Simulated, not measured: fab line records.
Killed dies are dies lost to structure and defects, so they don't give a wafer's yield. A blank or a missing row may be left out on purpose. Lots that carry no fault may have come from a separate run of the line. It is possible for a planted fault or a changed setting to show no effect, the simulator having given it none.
One fault seen from 2 desks -- flow n5-finfet -- each desk holds nothing but its own numbers, with what lay behind them at the end

## THE METROLOGY DESK
What the gauges read for every lot (on any tool): the sampled wafers with a number, averaged. If a lot's mean is further than 4 standard deviations from the usual mean, the lot is out of limits and carries the mark OUT (the distance appears in the brackets). It has 10 readings; the 7 that lie furthest out on some lot are the ones shown.
Columns: A = DIBL_N at N5_BEOL_M4_RC_MEAS_101, usual 36.9 mV/V; B = DIBL_P at N5_BEOL_M4_RC_MEAS_101, usual 36.7 mV/V; C = IOFF_N at N5_BEOL_M4_RC_MEAS_101, usual 0.17 nA/um; D = IOFF_P at N5_BEOL_M4_RC_MEAS_101, usual 0.22 nA/um; E = ION_P at N5_BEOL_M4_RC_MEAS_101, usual 461 uA/um; F = SS_P at N5_BEOL_M4_RC_MEAS_101, usual 73.4 mV/dec; G = VT_P at N5_BEOL_M4_RC_MEAS_101, usual -250 mV
lot,first seen here,A,B,C,D,E,F,G
L829,day 9 00:00,38.0,37.8,0.19,0.22,458,73.5,-249
L832,day 9 03:23,37.8,37.7,0.16,0.20,454,73.6,-252
L837,day 10 06:14,35.1,34.8,0.15,0.20,461,72.7,-250
L846,day 12 15:07,36.3,34.6,0.16,0.24,468,73.1,-246
L848,day 13 00:59,38.1,39.3,0.20,0.25,466,74.0,-248
L851,day 13 23:52,38.5,38.3,0.17,0.23,465,73.5,-250
This desk's finding: nothing out of limits on any of the 6 lots.

## THE TOOL OWNER'S DESK: ald-sin-02
The tool's own readings at N5_MOL_CONTACT_COAG_ALD_27 (deposits SiOC, target thk 17 nm, pulse time 1.5 s, time 2720 s): means of the sampled wafers that have a number, for each lot that ran on this tool. If a lot's mean is further than 4 standard deviations from the usual mean, the lot is out of limits and carries the mark OUT (the distance appears in the brackets).
Columns: A = heater-power-w at N5_MOL_CONTACT_COAG_ALD_27, usual 849 W; B = precursor-pulse-height-rel at N5_MOL_CONTACT_COAG_ALD_27, usual 1.004; C = run-length-s at N5_MOL_CONTACT_COAG_ALD_27, usual 2769.7 s; D = susceptor-temp-C at N5_MOL_CONTACT_COAG_ALD_27, usual 400.00 C
lot,first seen here,A,B,C,D
L829,day 5 13:01,751,1.010,2769.7,399.78
L846,day 9 16:17,744,1.022,3593.2 (+99 or more) OUT,399.96
L848,day 10 00:18,749,1.005,3593.7 (+99 or more) OUT,400.05
Finding of this desk: L846, L848 out of limits; the first was L846 at day 9 16:17, on run-length-s at N5_MOL_CONTACT_COAG_ALD_27. Within limits: L829.

## ALL TOGETHER
The tool owner's desk had the chance to raise an alarm at day 9 16:17 on L846, L848.
Metrology desk: nothing out of limits seen.
The metrology desk holds a record of L846, L848, inside its limits.
Of the lots named, all ran N5_MOL_CONTACT_COAG_ALD_27 on ald-sin-02.

## WHAT THE SIMULATOR HAD INSERTED
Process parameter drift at N5_MOL_CONTACT_COAG_ALD_27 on ald-sin-02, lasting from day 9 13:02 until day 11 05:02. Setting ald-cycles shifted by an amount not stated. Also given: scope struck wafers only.
Lots struck among those shown: L846, L848.
Hours from the fault's start to each desk's first reading out of limits: the tool owner's desk, 3.
